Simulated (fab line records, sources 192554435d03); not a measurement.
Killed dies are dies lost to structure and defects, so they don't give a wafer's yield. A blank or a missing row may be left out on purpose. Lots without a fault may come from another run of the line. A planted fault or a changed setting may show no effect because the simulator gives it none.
Which tool did it? | flow n5_finfet | 24 lots, 72 wafers sampled, at 3 steps of a route of 1938

WHAT THE GAUGES READ, wafer by wafer
N5_BEOL_M1_OCD_MEAS_38. Usual: trench_depth_nm 55.0 nm, standard deviation 0.79.
lot  | measured     | on     | trench_depth_nm (nm) | flag
L074 | day 6 05:21  | ocd-01 | 56.5 54.7 56.7       |
L075 | day 6 11:29  | ocd-02 | 54.5 56.9 54.8       |
L076 | day 6 15:19  | ocd-02 | 53.4 54.3 54.1       |
L077 | day 6 22:17  | ocd-02 | 55.8 54.0 54.7       |
L078 | day 7 07:45  | ocd-02 | 54.2 56.5 55.4       |
L079 | day 7 12:12  | ocd-01 | 55.0 56.1 56.2       |
L080 | day 8 02:13  | ocd-02 | 56.0 54.3 55.3       |
L081 | day 8 04:26  | ocd-01 | 54.8 55.0 55.0       |
L082 | day 8 07:50  | ocd-02 | 56.4 56.1 55.8       |
L083 | day 8 13:23  | ocd-02 | 54.4 55.5 55.2       |
L084 | day 9 00:32  | ocd-01 | 55.3 56.3 55.0       |
L085 | day 9 04:59  | ocd-02 | 54.7 54.4 55.1       |
L086 | day 9 12:28  | ocd-01 | 55.6 54.8 53.6       |
L087 | day 9 12:51  | ocd-01 | 54.7 55.0 54.5       |
L088 | day 10 00:12 | ocd-02 | 55.8 54.8 56.0       |
L089 | day 10 04:26 | ocd-01 | 54.8 54.0 53.9       |
L090 | day 10 09:44 | ocd-02 | 54.5 54.4 54.4       |
L091 | day 10 13:02 | ocd-02 | 55.7 53.9 54.9       |
L092 | day 10 18:52 | ocd-02 | 53.8 55.2 54.7       |
L093 | day 10 21:41 | ocd-02 | 56.3 55.6 56.5       |
L094 | day 11 09:47 | ocd-01 | 56.3 55.3 55.0       |
L095 | day 11 13:14 | ocd-02 | 54.8 55.4 55.4       |
L096 | day 11 19:29 | ocd-01 | 56.2 55.3 55.8       |
L097 | day 11 23:20 | ocd-01 | 54.1 55.2 54.6       |

WHICH TOOL RAN EACH LOT (tool, then ch and the chambers of the sampled wafers, then the start)
lot  | N5_BEOL_M1_ETCHBACK_99             | N5_BEOL_M1_STRIP_36
L074 | rie_diel-05 ch 2,3, day 6 04:58    | rie_diel-05 ch 2,3, day 6 05:10
L075 | rie_diel-05 ch 1,2,3, day 6 11:05  | rie_diel-05 ch 1,2,3, day 6 11:17
L076 | rie_diel-05 ch 0,1,3, day 6 14:56  | rie_diel-05 ch 0,1,3, day 6 15:07
L077 | rie_diel-05 ch 1,2,3, day 6 21:54  | rie_diel-05 ch 1,2,3, day 6 22:06
L078 | rie_diel-04 ch 0,1,2, day 7 07:21  | rie_diel-04 ch 0,1,2, day 7 07:33
L079 | rie_diel-04 ch 0,1, day 7 11:49    | rie_diel-04 ch 0,1, day 7 12:00
L080 | rie_diel-05 ch 0,1,2, day 8 01:49  | rie_diel-05 ch 0,1,2, day 8 02:01
L081 | rie_diel-01 ch 1,2,3, day 8 04:02  | rie_diel-01 ch 1,2,3, day 8 04:14
L082 | rie_diel-04 ch 0,2, day 8 07:27    | rie_diel-04 ch 0,2, day 8 07:39
L083 | rie_diel-01 ch 1,2, day 8 12:59    | rie_diel-01 ch 1,2, day 8 13:11
L084 | rie_diel-05 ch 1,2, day 9 00:08    | rie_diel-05 ch 1,2, day 9 00:20
L085 | rie_diel-05 ch 1,3, day 9 04:36    | rie_diel-05 ch 1,3, day 9 04:47
L086 | rie_diel-01 ch 0,2,3, day 9 12:04  | rie_diel-01 ch 0,2,3, day 9 12:16
L087 | rie_diel-01 ch 0,1,3, day 9 12:27  | rie_diel-01 ch 0,1,3, day 9 12:39
L088 | rie_diel-01 ch 0,1,3, day 9 23:49  | rie_diel-01 ch 0,1,3, day 10 00:01
L089 | rie_diel-01 ch 1,2, day 10 04:02   | rie_diel-01 ch 1,2, day 10 04:14
L090 | rie_diel-05 ch 0,3, day 10 09:20   | rie_diel-05 ch 0,3, day 10 09:32
L091 | rie_diel-01 ch 0,1,3, day 10 12:39 | rie_diel-01 ch 0,1,3, day 10 12:51
L092 | rie_diel-01 ch 2,3, day 10 18:28   | rie_diel-01 ch 2,3, day 10 18:40
L093 | rie_diel-04 ch 2,3, day 10 21:17   | rie_diel-04 ch 2,3, day 10 21:29
L094 | rie_diel-04 ch 2,3, day 11 09:23   | rie_diel-04 ch 2,3, day 11 09:35
L095 | rie_diel-04 ch 0,1,3, day 11 12:50 | rie_diel-04 ch 0,1,3, day 11 13:02
L096 | rie_diel-05 ch 1,2, day 11 19:05   | rie_diel-05 ch 1,2, day 11 19:17
L097 | rie_diel-04 ch 0,1, day 11 22:57   | rie_diel-04 ch 0,1, day 11 23:08
- N5_BEOL_M1_ETCHBACK_99: etches SiO2 in CHF3, target depth 5 nm, time 10.4 s.
- N5_BEOL_M1_STRIP_36: strips in N2/H2.

WHAT THE TOOLS THEMSELVES READ (means of the sampled wafers that have a number; where no wafer has one, the mark that the record gives instead)
N5_BEOL_M1_ETCHBACK_99. Usual: drypump_motor_current_A 5.7 A, standard deviation 0.39; oes_product_au 0.77 a.u., standard deviation 0.082; rf_vpp_V 240 V, standard deviation 6; showerhead_plenum_p_Torr 2.14 Torr, standard deviation 0.085; throttle_valve_pct 17.06 %, standard deviation 0.23.
lot  | tool        | drypump_motor_current_A (A) | oes_product_au (a.u.) | rf_vpp_V (V) | showerhead_plenum_p_Torr (Torr) | throttle_valve_pct (%) | flag
L074 | rie_diel-05 | 5.5                         | 0.88                  | 238          | 2.16                            | 16.77                  |
L075 | rie_diel-05 | 5.6                         | 0.82                  | 236          | 2.09                            | 16.97                  |
L076 | rie_diel-05 | 5.7                         | 0.75                  | 240          | 2.04                            | 17.17                  |
L077 | rie_diel-05 | 5.6                         | 0.81                  | 235          | 2.09                            | 16.98                  |
L078 | rie_diel-04 | 6.2                         | 0.77                  | 240          | 2.19                            | 16.95                  |
L079 | rie_diel-04 | 6.6                         | 0.79                  | 239          | 2.23                            | 17.15                  |
L080 | rie_diel-05 | 5.8                         | 0.79                  | 239          | 2.08                            | 17.05                  |
L081 | rie_diel-01 | 5.5                         | 0.71                  | 244          | 2.20                            | 17.17                  |
L082 | rie_diel-04 | 6.2                         | 0.80                  | 242          | 2.24                            | 17.09                  |
L083 | rie_diel-01 | 5.5                         | 0.70                  | 241          | 2.19                            | 17.21                  |
L084 | rie_diel-05 | 5.6                         | 0.81                  | 233          | 2.07                            | 17.09                  |
L085 | rie_diel-05 | 5.6                         | 0.76                  | 232          | 2.02                            | 17.22                  |
L086 | rie_diel-01 | 5.4                         | 0.79                  | 245          | 2.22                            | 17.02                  |
L087 | rie_diel-01 | 5.5                         | 0.80                  | 244          | 2.18                            | 16.99                  |
L088 | rie_diel-01 | 5.4                         | 0.78                  | 244          | 2.18                            | 17.00                  |
L089 | rie_diel-01 | 5.5                         | 0.69                  | 240          | 2.19                            | 17.23                  |
L090 | rie_diel-05 | 5.9                         | 0.70                  | 245          | 2.04                            | 17.20                  |
L091 | rie_diel-01 | 5.5                         | 0.78                  | 245          | 2.18                            | 17.00                  |
L092 | rie_diel-01 | 5.5                         | 0.69                  | 244          | 2.22                            | 17.25                  |
L093 | rie_diel-04 | 5.5                         | 0.78                  | 240          | 2.13                            | 16.77                  |
L094 | rie_diel-04 | 5.5                         | 0.78                  | 240          | 2.13                            | 16.77                  |
L095 | rie_diel-04 | 6.2                         | 0.78                  | 239          | 2.16                            | 17.06                  |
L096 | rie_diel-05 | 5.6                         | 0.80                  | 232          | 2.06                            | 17.11                  |
L097 | rie_diel-04 | 6.5                         | 0.73                  | 239          | 2.17                            | 17.09                  |

N5_BEOL_M1_STRIP_36. Usual: drypump_motor_current_A 5.7 A, standard deviation 0.38; h2_flow_sccm 200.0 sccm, standard deviation 0.62; oes_product_au 0.77 a.u., standard deviation 0.082; rf_vpp_V 58.9 V, standard deviation 1.4; showerhead_plenum_p_Torr 2.52 Torr, standard deviation 0.1; throttle_valve_pct 23.64 %, standard deviation 0.28.
lot  | tool        | drypump_motor_current_A (A) | h2_flow_sccm (sccm) | oes_product_au (a.u.) | rf_vpp_V (V) | showerhead_plenum_p_Torr (Torr) | throttle_valve_pct (%) | flag
L074 | rie_diel-05 | 5.6                         | 200.9               | 0.86                  | 59.3         | 2.55                            | 23.35                  |
L075 | rie_diel-05 | 5.6                         | 200.5               | 0.82                  | 58.9         | 2.47                            | 23.46                  |
L076 | rie_diel-05 | 5.8                         | 199.8               | 0.74                  | 58.8         | 2.40                            | 23.58                  |
L077 | rie_diel-05 | 5.6                         | 199.8               | 0.82                  | 58.8         | 2.47                            | 23.46                  |
L078 | rie_diel-04 | 6.3                         | 200.0               | 0.77                  | 58.1         | 2.58                            | 23.46                  |
L079 | rie_diel-04 | 6.6                         | 199.8               | 0.79                  | 58.5         | 2.62                            | 23.68                  |
L080 | rie_diel-05 | 5.7                         | 200.7               | 0.79                  | 58.4         | 2.45                            | 23.58                  |
L081 | rie_diel-01 | 5.5                         | 199.8               | 0.71                  | 60.0         | 2.60                            | 23.84                  |
L082 | rie_diel-04 | 6.2                         | 200.2               | 0.79                  | 59.6         | 2.63                            | 23.77                  |
L083 | rie_diel-01 | 5.6                         | 200.0               | 0.71                  | 58.2         | 2.60                            | 23.97                  |
L084 | rie_diel-05 | 5.7                         | 200.1               | 0.82                  | 58.3         | 2.43                            | 23.55                  |
L085 | rie_diel-05 | 5.7                         | 200.6               | 0.76                  | 57.1         | 2.37                            | 23.61                  |
L086 | rie_diel-01 | 5.4                         | 200.5               | 0.79                  | 59.0         | 2.61                            | 23.67                  |
L087 | rie_diel-01 | 5.5                         | 199.3               | 0.79                  | 58.8         | 2.58                            | 23.66                  |
L088 | rie_diel-01 | 5.5                         | 200.0               | 0.79                  | 59.2         | 2.58                            | 23.65                  |
L089 | rie_diel-01 | 5.5                         | 200.2               | 0.70                  | 59.8         | 2.59                            | 23.98                  |
L090 | rie_diel-05 | 5.9                         | 200.0               | 0.70                  | 58.5         | 2.41                            | 23.66                  |
L091 | rie_diel-01 | 5.5                         | 200.3               | 0.79                  | 58.6         | 2.58                            | 23.66                  |
L092 | rie_diel-01 | 5.5                         | 199.9               | 0.69                  | 58.6         | 2.62                            | 23.87                  |
L093 | rie_diel-04 | 5.5                         | 200.0               | 0.78                  | 60.2         | 2.53                            | 23.47                  |
L094 | rie_diel-04 | 5.5                         | 200.0               | 0.76                  | 59.5         | 2.53                            | 23.49                  |
L095 | rie_diel-04 | 6.2                         | 199.4               | 0.78                  | 58.6         | 2.55                            | 23.63                  |
L096 | rie_diel-05 | 5.6                         | 199.5               | 0.81                  | 58.9         | 2.42                            | 23.56                  |
L097 | rie_diel-04 | 6.5                         | 199.9               | 0.72                  | 59.5         | 2.55                            | 23.42                  |

THE ANSWER, worked out from the rows above alone
Rule: a lot is off if the mean of its wafers that have a number lies more than 3 standard deviations from the usual mean. A lot without any number at a reading at which 4 lots or more have one is off too. The other lots that the step has rows for count as sound. The gauges are gone through in route order, then the tools' own readings, and for those a lot's mean is taken as printed above. The first step at which some lot is off is used, and at that step the reading that is off furthest; a lot without a number counts as furthest.
No lot is off at any reading shown: from this, nothing can be told.

WHAT THE SIMULATOR HAD PUT IN
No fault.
